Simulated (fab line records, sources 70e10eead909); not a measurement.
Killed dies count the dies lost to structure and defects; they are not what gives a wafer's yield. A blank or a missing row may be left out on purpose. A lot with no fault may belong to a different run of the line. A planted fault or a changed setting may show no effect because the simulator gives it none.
Chamber matching || flow nand harc || NHARC_A_CHANNEL_FILL_D1_ALD_16 on ald hk-04 has 4 sister chambers
The step deposits SiO2, target thk 1.5 nm, pulse time 10 s, ald cycles 15. 8 wafers are shown with their chamber, then 7 later ones without.

WAFERS WITH THEIR CHAMBER
{"wafer": "L651.6", "chamber": 2, "heater power w (W)": 536, "precursor pulse height rel": 1.018}
{"wafer": "L656.3", "chamber": 2, "heater power w (W)": 539, "precursor pulse height rel": 1.013}
{"wafer": "L668.4", "chamber": 1, "heater power w (W)": 503, "precursor pulse height rel": 0.984}
{"wafer": "L670.4", "chamber": 0, "heater power w (W)": 398, "precursor pulse height rel": 1.022}
{"wafer": "L670.5", "chamber": 0, "heater power w (W)": 395, "precursor pulse height rel": 1.018}
{"wafer": "L670.6", "chamber": 3, "heater power w (W)": 500, "precursor pulse height rel": 1.032}
{"wafer": "L672.1", "chamber": 3, "heater power w (W)": 503, "precursor pulse height rel": 0.971}
{"wafer": "L672.2", "chamber": 1, "heater power w (W)": 505, "precursor pulse height rel": 0.982}

WAFERS WITH NO CHAMBER GIVEN
{"wafer": "L672.4", "heater power w (W)": 391, "precursor pulse height rel": 0.962}
{"wafer": "L673.3", "heater power w (W)": 386, "precursor pulse height rel": 1.023}
{"wafer": "L673.5", "heater power w (W)": 544, "precursor pulse height rel": 0.959}
{"wafer": "L673.6", "heater power w (W)": 489, "precursor pulse height rel": 0.995}
{"wafer": "L674.1", "heater power w (W)": 501, "precursor pulse height rel": 0.957}
{"wafer": "L674.2", "heater power w (W)": 548, "precursor pulse height rel": 0.989}
{"wafer": "L674.6", "heater power w (W)": 543, "precursor pulse height rel": 0.982}

WHICH CHAMBER EACH WENT THROUGH
{"wafer": "L672.4", "from the rows above": 0, "in truth": 0}
{"wafer": "L673.3", "from the rows above": 0, "in truth": 0}
{"wafer": "L673.5", "from the rows above": 2, "in truth": 2}
{"wafer": "L673.6", "from the rows above": "can't be placed: 3 or 1", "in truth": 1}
{"wafer": "L674.1", "from the rows above": "can't be placed: 1 or 3", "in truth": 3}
{"wafer": "L674.2", "from the rows above": 2, "in truth": 2}
{"wafer": "L674.6", "from the rows above": 2, "in truth": 2}
Placed correctly: 5 of 7. Not placeable from these rows: 2 (in 2, the candidates include the true chamber). 0 placed wrongly.
How it was worked out, from the rows above alone: a wafer's distance from a chamber is the root of the sum, over the readings, of the square of ((its reading less the chamber's mean) divided by the reading's scatter). If the next closest chamber is less than 2 further off than the closest, the wafer can't be placed; otherwise it belongs to the closest. A chamber's mean is the mean of its shown wafers. How the scatter is found: for the shown wafers, subtract from each reading the mean of its chamber, square and add these, divide the total by (wafers less chambers), then take the root.
